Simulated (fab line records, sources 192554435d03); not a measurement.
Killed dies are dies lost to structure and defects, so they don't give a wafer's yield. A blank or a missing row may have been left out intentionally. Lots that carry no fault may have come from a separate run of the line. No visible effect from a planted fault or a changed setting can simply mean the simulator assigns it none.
A lot that was struck, set against a sound lot    flow n5-finfet    28 out of 1938 route steps
Sound: these wafers, L660.1, L660.2, L660.4. The struck wafers were L673.1, L673.5. At the end, the cause is stated.
At each step with rows: each side's tool, then ch and its chambers, then its first start. Under that, the readings that differ: sound wafers    struck wafers    difference of the means    sigmas: that difference in standard deviations of wafers without a fault.
alike: same words and numbers on both sides, and readings whose means sit less than 2 such deviations apart. not compared: any withheld reading, any reading some wafer has no value for, any bound like >300 that may hide the same value, and any number with overlapping values for which the record gives no deviation.
The two part at a step that has a row with sigmas, a row that says differs or no value, or rows on one side only. Numbers that don't overlap but have no deviation are shown without sigmas and don't part them. Lack of a reading on every wafer of one side parts them only where that side has two or more wafers.

first, 9 steps without rows for these wafers: N5_BEOL_M0_SAQP_PEB_38 (peb time 60 s); N5_BEOL_M0_SAQP_DEVELOP_39 (develop time 30 s); N5_BEOL_M0_SAQP_DESCUM_45 (chemistry O2, time 7 s); N5_BEOL_M0_SAQP_ETCH_88 (etches underlayer in N2/H2, target depth 6.5 nm, time 5.2 s); N5_BEOL_M0_SAQP_ETCH_73 (etches SiARC in CF4, target depth 19.5 nm, time 32.5 s); N5_BEOL_M0_SAQP_CUT_ETCH_46 (etches SOC in N2/H2, target depth 135 nm, overetch 27 nm, time 202.5 s); N5_BEOL_M0_SAQP_STRIP_74 (strips in N2/H2); N5_BEOL_M0_SAQP_STRIP_89 (strips in N2/H2); N5_BEOL_M0_SAQP_ALD_48 (deposits SiO2, target thk 20 nm, pulse time 1 s, co reactant pulse time 1 s).
N5_BEOL_M0_SAQP_ETCH_49: etches SiO2 in CF4/O2, target depth 37 nm.
  sound on rie-diel-01 ch 0,3, day 6 12:59; struck on rie-diel-05 ch 2, day 9 22:01
reading                                        sound              struck     difference  sigmas
oes-product-au (a.u.)                          0.72 0.72 0.71     0.53 0.52  -0.19       -2
model.etch.depth-nm (nm)                       37.19 36.34 36.16  23.1 23.2  -13.4       
model.BEOL_M0_SAQP.feature-depth-nm (nm)       37.2 36.4 36.2     23.2 23.2  -13.4       
model.SOC_of_BEOL_M0_SAQP_COAT_69.thk-nm (nm)  70 70.6 70.6       78 77.6    +7          
  alike: drypump-motor-current-A, oes_ar_750_au, rf-vpp-V, showerhead-plenum-p-Torr, throttle-valve-pct
  not compared: rf-hours-counter-h
then, 10 steps without rows for these wafers: N5_BEOL_M0_SAQP_STRIP_75 (strips in CF4); N5_BEOL_M0_CUTY_COAT_50 (time 60 s, resist thk 15 nm); N5_BEOL_M0_CUTY_COAT_51 (resist thk 150 nm); N5_BEOL_M0_CUTY_EBR_52; N5_BEOL_M0_CUTY_SOFTBAKE_53 (time 60 s); N5_BEOL_M0_CUTY_EXPOSE_54 (exposes mask M0 ABLK); N5_BEOL_M0_CUTY_PEB_55 (peb time 60 s); N5_BEOL_M0_CUTY_DEVELOP_56 (develop time 30 s); N5_BEOL_M0_CUTY_DESCUM_61 (chemistry O2, time 7.9 s); N5_BEOL_M0_CUTY_ETCH_62 (etches SiARC in CF4, time 58.5 s).
N5_BEOL_M0_CUTY_ETCH_63: etches SOC in N2/H2, target depth 82.7 nm, overetch 16.5 nm, time 124 s.
  sound on rie-diel-03 ch 0,2,3, day 6 13:35; struck on rie-diel-04 ch 0,2, day 9 22:40
reading                   sound             struck       difference  sigmas
model.etch.depth-nm (nm)  70.07 70.5 70.59  77.91 77.68  +7.41       
  alike: drypump-motor-current-A, oes-product-au, rf-vpp-V, showerhead-plenum-p-Torr, throttle-valve-pct
  not compared: rf-hours-counter-h
then, 3 steps without rows for these wafers: N5_BEOL_M0_CUTY_STRIP_64 (strips in N2/H2); N5_BEOL_M0_ETCH_138 (etches SiCN in CH3F/O2, target depth 12 nm, time 31.6 s); N5_BEOL_M0_HM_OPEN_105 (chemistry Cl2/BCl3, target TiN, target depth 12 nm).
N5_BEOL_M0_STRIP_140: strips in CF4.
  sound on rie-diel-03 ch 0,3, day 6 16:06; struck on rie-diel-02 ch 3, day 10 01:59
reading                                        sound         struck     difference  sigmas
model.SiO2_of_BEOL_M0_SAQP_ALD_48.thk-nm (nm)  11 11.6 11.8  15.6 15.4  +4.0        
  alike: bias-power-w, drypump-motor-current-A, oes-product-au, rf-vpp-V, showerhead-plenum-p-Torr, throttle-valve-pct
  not compared: rf-hours-counter-h
then, 1 step without rows for these wafers: N5_BEOL_M0_STRIP_104 (strips in N2/H2).
N5_BEOL_M4_RC_MEAS_101:
  sound on prober-02 ch 0, day 8 09:25; struck on prober-01 ch 0, day 12 01:55
  alike: DIBL_N, DIBL_P, IOFF_N, IOFF_P, ION_N, ION_P, SS_N, SS_P, VT_N, VT_P
-- the record jumps here: 4 days lie between the struck wafers' starts before and after (it left off in module BEOL_M4 and takes up again in module PASSIVATION, whose first step shown is number 1936 of the route) --
N5_PASSIVATION_PROBE_49:
  record: rows for the struck wafers here (prober-02, day 16 09:48), none for the sound ones

== WHERE THEY PART ==
Last at N5_PASSIVATION_PROBE_49 as far as this record goes, first at N5_BEOL_M0_SAQP_ETCH_49.

WHY: what had been put in by the simulator
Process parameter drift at N5_BEOL_M0_SAQP_ETCH_49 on rie-diel-05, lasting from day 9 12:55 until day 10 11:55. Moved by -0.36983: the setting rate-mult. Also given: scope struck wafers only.
